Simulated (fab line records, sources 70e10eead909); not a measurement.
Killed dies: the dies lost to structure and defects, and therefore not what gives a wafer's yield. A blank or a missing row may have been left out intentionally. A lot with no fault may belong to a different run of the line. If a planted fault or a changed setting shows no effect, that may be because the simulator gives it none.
A struck lot beside a sound one	flow nand harc	15 steps out of a route of 1159
Sound: these wafers, L455.2, L455.3, L455.5. Struck: wafers L459.2, L459.3, L459.4. Last of all comes the cause.
Each step with rows lists, per side, the tool, then ch with its chambers, then its first start. Under that, the readings that differ: sound wafers	struck wafers	difference of the means	sigmas: that difference in standard deviations of wafers without a fault.
alike: readings with means less than 2 such deviations apart, plus words and numbers identical on both sides. not compared: withheld readings, readings lacking a value on some wafer, bounds such as >300 that could conceal the same value, and numbers that have no deviation in the record and whose values overlap.
A row with sigmas, a row that says differs or no value, or rows on one side alone: a step with any of these is where the two part. When numbers do not overlap yet have no deviation, they are printed without sigmas and do not part them. A reading missing from all wafers of one side parts the sides only when that side holds two or more wafers.

NHARC_A_BONDPAD_OVL_MEAS_35:
  sound: overlay-01 at day 18 16:02; struck: overlay-01 at day 20 18:11
  alike: overlay x nm, overlay y nm
then, 1 step without rows for these wafers: NHARC_A_BONDPAD_HARDBAKE_10 (time 65 s).
NHARC_A_BONDPAD_DESCUM_11: chemistry O2, time 3 s.
  sound on rie diel-04 ch 0,1,3, day 18 16:11; struck on rie diel-07 ch 0,2,3, day 20 18:19
  alike: drypump motor current A, oes product au, rf vpp V, showerhead plenum p Torr, throttle valve pct
  not compared: rf hours counter h
NHARC_A_BONDPAD_ETCH_34: etches the open film in N2/H2, target depth 60 nm, overetch 18 nm, time 65.91 s.
  sound on rie diel-04 ch 0,3, day 18 16:15; struck on rie diel-07 ch 1,2,3, day 20 18:32
  alike: drypump motor current A, oes product au, rf vpp V, showerhead plenum p Torr, throttle valve pct
  not compared: rf hours counter h
then, 1 step without rows for these wafers: NHARC_A_BONDPAD_ETCH_12 (etches the open film in CHF3/O2, target depth 220 nm, time 110 s).
NHARC_A_BONDPAD_CD_MEAS_13:
  sound: cd sem-03 at day 18 16:29; struck: cd sem-02 at day 20 18:46
reading	sound	struck	difference	sigmas
cd nm (nm)	497.2 494.2 498.3	503.5 502.7 502.3	+6.3	+3
NHARC_A_BONDPAD_STRIP_15: strips in O2.
  sound on rie diel-05 ch 0,3, day 18 16:34; struck on rie diel-04 ch 0,1,2, day 20 18:55
reading	sound	struck	difference	sigmas
oes product au (a.u.)	1.013 1.004 1.009	0.981 0.977 0.987	-0.027	-3
  alike: drypump motor current A, rf vpp V, showerhead plenum p Torr, throttle valve pct
  not compared: rf hours counter h
NHARC_A_BONDPAD_ETCH_24: etches the open film in CF4/N2, target depth 30 nm, time 72.99 s.
  sound on rie diel-05 ch 0,2, day 18 16:45; struck on rie diel-04 ch 0,1,2
  alike: drypump motor current A, oes product au, rf vpp V, showerhead plenum p Torr, throttle valve pct
  not compared: rf hours counter h
then, 3 steps without rows for these wafers: NHARC_A_BONDPAD_STRIP_16 (strips in post etch residue remover, time 600 s); NHARC_A_BONDPAD_DEGAS_25 (time 60 s); NHARC_A_BONDPAD_PRE_CLEAN_26 (time 30 s).
NHARC_A_BONDPAD_PVD_17: deposits TaN, target thk 5 nm, time 8.06 s.
  sound on pvd sputter-02; struck on pvd sputter-02
  alike: bias v, cathode dc power W, throttle valve pct
NHARC_A_BONDPAD_PVD_27: deposits Cu, target thk 30 nm, time 20.49 s.
  sound: pvd sputter-02 at day 18 17:23; struck: pvd sputter-02 at day 20 19:41
  no value came back on the struck wafers for cathode dc power W (W), chamber pressure pa (Pa), throttle valve pct (%); on the sound wafers cathode dc power W (W) reads 5000.1 4998.6 4999.0
then, 1 step without rows for these wafers: NHARC_A_BONDPAD_ECD_18 (material Cu, target thk 400 nm).
NHARC_END_SORT_01:
  sound on prober-01 ch 0, day 21 08:48; struck on prober-01 ch 0, day 22 01:14
reading	sound	struck	difference	sigmas
defect limited yield (%)	96.6 96.5 98.1	0 0 0	-97	-61
killed at array	15 13 8	672 675 672	+661	+60
killed at periphery	7 10 3	2 1 4	-4	-2
killed dies	23 24 13	677 677 677	+657	+60
sort_bin_2_pct (%)	1.2 1.8 0.6	96.0 96.2 95.0	+94.5	+99 or more
sort_bin_4_pct (%)	2.2 1.3 1.3	3.5 3.7 4.9	+2.4	+2
sort n pass	654 653 664	0 0 0	-657	-60
sort rim yield pct (%)	93.4 96.2 99.1	0 0 0	-96	-42
sort yield pct (%)	96.6 96.5 98.1	0 0 0	-97	-61
  alike: killed at other, killed open, killed short, sort_bin_3_pct

WHERE THEY PART
First at NHARC_A_BONDPAD_CD_MEAS_13; last, within this record, at NHARC_END_SORT_01.

WHY: what the simulator had put in
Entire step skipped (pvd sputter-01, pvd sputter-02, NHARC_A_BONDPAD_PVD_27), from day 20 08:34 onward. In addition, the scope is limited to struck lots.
